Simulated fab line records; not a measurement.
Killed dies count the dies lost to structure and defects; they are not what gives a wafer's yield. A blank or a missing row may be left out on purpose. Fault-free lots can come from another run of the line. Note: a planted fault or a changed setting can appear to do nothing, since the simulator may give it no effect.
Chamber matching / flow n5_finfet / N5_MOL_CONTACT_COAG_DESCUM_88 on rie_diel-06: 4 sister chambers
The step chemistry O2, time 7 s. 4 wafers are shown with their chamber, then 8 later ones without.

== WAFERS, EACH WITH ITS CHAMBER ==
wafer=L470.1; chamber=3; drypump_motor_current_A (A)=5.3
wafer=L474.3; chamber=0; drypump_motor_current_A (A)=5.7
wafer=L475.1; chamber=1; drypump_motor_current_A (A)=6.5
wafer=L475.6; chamber=2; drypump_motor_current_A (A)=5.4

== WAFERS MISSING THEIR CHAMBER ==
wafer=L477.1; drypump_motor_current_A (A)=5.4
wafer=L477.4; drypump_motor_current_A (A)=5.7
wafer=L477.5; drypump_motor_current_A (A)=5.8
wafer=L476.1; drypump_motor_current_A (A)=5.3
wafer=L476.4; drypump_motor_current_A (A)=5.4
wafer=L482.1; drypump_motor_current_A (A)=5.7
wafer=L482.2; drypump_motor_current_A (A)=5.4
wafer=L482.5; drypump_motor_current_A (A)=5.3

== EACH ONE'S CHAMBER ==
wafer=L477.1; from the rows above=2; in truth=2
wafer=L477.4; from the rows above=0; in truth=0
wafer=L477.5; from the rows above=0; in truth=0
wafer=L476.1; from the rows above=3; in truth=3
wafer=L476.4; from the rows above=2; in truth=2
wafer=L482.1; from the rows above=0; in truth=0
wafer=L482.2; from the rows above=2; in truth=2
wafer=L482.5; from the rows above=3; in truth=3
Correctly placed: 8 of 8. Number that these rows cannot place: 0. Wrongly placed: 0.
How it was worked out, from the rows above alone: a wafer's distance from a chamber is the root of the sum, over the readings, of the square of ((its reading less the chamber's mean) divided by the reading's scatter). If the next closest chamber is less than 2 further off than the closest, the wafer can't be placed; otherwise it belongs to the closest. A chamber's mean is the mean of its shown wafers. The scatter: root of mean squared gap, hidden wafer to nearest shown wafer, with one shown wafer a chamber.
